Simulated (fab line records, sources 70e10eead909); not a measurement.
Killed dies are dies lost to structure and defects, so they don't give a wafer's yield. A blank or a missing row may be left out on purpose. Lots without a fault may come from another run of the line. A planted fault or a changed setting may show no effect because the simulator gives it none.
Which tool did it? | flow nand_harc | 6 lots, 18 wafers sampled, at 2 steps of a route of 1302

WHAT THE GAUGES READ, wafer by wafer
NHARC_A_CHANNEL_HOLE_D1_CD_MEAS_18.
lot  | measured     | on        | cd_nm (nm)
L996 | day 12 06:27 | cd_sem-01 | 100.2 99.9 98.8
L998 | day 12 23:58 | cd_sem-02 | 101.9 100.6 96.2
L101 | day 14 18:26 | cd_sem-03 | 98.9 99.0 100.2
L104 | day 15 14:05 | cd_sem-03 | 98.8 99.8 100.3
L107 | day 16 23:25 | cd_sem-01 | 98.0 99.1 98.9
L110 | day 18 01:28 | cd_sem-02 | 99.3 97.7 100.2

WHICH TOOL RAN EACH LOT (tool, then ch and the chambers of the sampled wafers, then the start)
lot  | NHARC_A_CHANNEL_HOLE_D1_ETCH_38
L996 | rie_diel-08 ch 1,3, day 12 05:26
L998 | rie_diel-08 ch 0,1,2, day 12 22:56
L101 | rie_diel-09 ch 0,1,3, day 14 17:26
L104 | rie_diel-01 ch 2,3, day 15 12:52
L107 | rie_diel-08 ch 0,1,2, day 16 22:25
L110 | rie_diel-08 ch 0,2,3, day 18 00:08
- NHARC_A_CHANNEL_HOLE_D1_ETCH_38: etches the open film in CF4, target depth 39 nm, time 65 s.

THE ANSWER, worked out from the rows above alone
Rule: what is usual is taken from the lots themselves. Put in order of their means at a reading, lots are off if they are a third of the lots or fewer, leave a main group of 4 or more, and stand apart from it by a gap of 3 or more times the standard deviation of the main group's means; of several such gaps the widest counts. A main group whose means are all the same, to the digits that the tables above print for the reading, isn't used. A lot without any number at a reading at which 4 lots or more have one is off too. The other lots that the step has rows for count as sound.
No lot is off at any reading shown: from this, nothing can be told.

WHAT THE SIMULATOR HAD PUT IN
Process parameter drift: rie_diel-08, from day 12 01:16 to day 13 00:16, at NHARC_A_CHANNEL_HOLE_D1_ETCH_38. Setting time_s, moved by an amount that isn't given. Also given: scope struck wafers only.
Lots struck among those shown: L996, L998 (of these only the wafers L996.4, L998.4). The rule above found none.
